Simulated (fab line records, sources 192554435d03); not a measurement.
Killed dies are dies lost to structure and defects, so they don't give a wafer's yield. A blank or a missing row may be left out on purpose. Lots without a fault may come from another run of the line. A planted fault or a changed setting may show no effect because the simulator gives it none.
Which tool did it? | flow n5_finfet | 7 lots, 20 wafers sampled, at 2 steps of a route of 1938

WHAT THE GAUGES READ, wafer by wafer
N5_BEOL_M13_OCD_MEAS_35.
lot  | measured     | on     | trench_depth_nm (nm)
L472 | day 12 18:49 | ocd-02 | 405 422 406
L473 | day 14 00:47 | ocd-01 | 403 407 404
L477 | day 14 09:49 | ocd-02 | 407 399 407
L479 | day 15 05:29 | ocd-02 | 414 412 406
L486 | day 17 11:41 | ocd-01 | 603 410
L493 | day 18 15:47 | ocd-02 | 417 418 423
L492 | day 18 17:43 | ocd-02 | 422 418 412

WHICH TOOL RAN EACH LOT (tool, then ch and the chambers of the sampled wafers, then the start)
lot  | N5_BEOL_M13_TRENCH_ETCH_34
L472 | rie_diel-05 ch 0,3, day 12 18:39
L473 | rie_diel-06 ch 1,2, day 14 00:36
L477 | rie_diel-06 ch 0,3, day 14 09:38
L479 | rie_diel-02 ch 0,1,3, day 15 05:19
L486 | rie_diel-06 ch 1,2, day 17 11:31
L493 | rie_diel-05 ch 1,2,3, day 18 15:37
L492 | rie_diel-02 ch 0,1,3, day 18 17:33
- N5_BEOL_M13_TRENCH_ETCH_34: etches SiOC in C4F8/O2/Ar, target depth 413.47 nm, time 162.6 s.

THE ANSWER, worked out from the rows above alone
Rule: what is usual is taken from the lots themselves. Put in order of their means at a reading, lots are off if they are a third of the lots or fewer, leave a main group of 4 or more, and stand apart from it by a gap of 3 or more times the standard deviation of the main group's means; of several such gaps the widest counts. A main group whose means are all the same, to the digits that the tables above print for the reading, isn't used. A lot without any number at a reading at which 4 lots or more have one is off too. The other lots that the step has rows for count as sound.
Off: L486, at N5_BEOL_M13_OCD_MEAS_35 (trench_depth_nm). The main group: mean 411 nm, standard deviation 5.7.
A tool fits if, at a process step before that reading, it ran every lot that is off, and no sound lot after the first of them. The gauges at N5_BEOL_M13_OCD_MEAS_35 are tried like those tools. Can't be told from this: 2 tools fit, rie_diel-06 at N5_BEOL_M13_TRENCH_ETCH_34, ocd-01 at N5_BEOL_M13_OCD_MEAS_35.

WHAT THE SIMULATOR HAD PUT IN
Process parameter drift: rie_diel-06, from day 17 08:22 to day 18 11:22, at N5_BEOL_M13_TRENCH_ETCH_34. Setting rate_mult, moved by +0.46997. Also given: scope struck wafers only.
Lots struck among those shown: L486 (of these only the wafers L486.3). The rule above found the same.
